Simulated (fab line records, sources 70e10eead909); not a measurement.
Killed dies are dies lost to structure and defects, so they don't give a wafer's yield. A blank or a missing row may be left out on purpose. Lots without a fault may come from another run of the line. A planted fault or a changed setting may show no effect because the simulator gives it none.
Chamber matching | flow nand_harc | NHARC_A_STAIRCASE_ALD_420 on ald_hk-01: 4 sister chambers
The step deposits SiO2, target thk 20 nm, pulse time 6 s, ald cycles 200. 4 wafers are shown with their chamber, then 9 later ones without.

WAFERS WITH THEIR CHAMBER
wafer  | chamber | heater_power_w (W)
L087.5 | 0       | 458
L085.1 | 2       | 541
L085.3 | 1       | 406
L085.6 | 3       | 457

WAFERS WITHOUT THEIR CHAMBER
wafer  | heater_power_w (W)
L094.4 | 458
L094.5 | 459
L094.6 | 489
L094.1 | 406
L094.2 | 466
L094.3 | 542
L097.3 | 473
L097.4 | 476
L097.6 | 540

WHICH CHAMBER EACH WENT THROUGH
wafer  | from the rows above          | in truth
L094.4 | can't be placed: 0 or 3      | 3
L094.5 | can't be placed: 0 or 3      | 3
L094.6 | can't be placed: 0 or 3 or 2 | 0
L094.1 | 1                            | 1
L094.2 | can't be placed: 0 or 3      | 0
L094.3 | 2                            | 2
L097.3 | can't be placed: 0 or 3      | 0
L097.4 | can't be placed: 0 or 3      | 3
L097.6 | 2                            | 2
Placed correctly: 3 of 9. Can't be placed from these rows: 6 (the true chamber is among the candidates in 6). Placed wrongly: 0.
How it was worked out, from the rows above alone: a wafer's distance from a chamber is the root of the sum, over the readings, of the square of ((its reading less the chamber's mean) divided by the reading's scatter). The wafer belongs to the nearest chamber; if the next one is less than 2 further off, it can't be placed. A chamber's mean is the mean of its shown wafers. The scatter: with one shown wafer a chamber, the root of the mean of the squares of how far each hidden wafer lies from its nearest shown one.
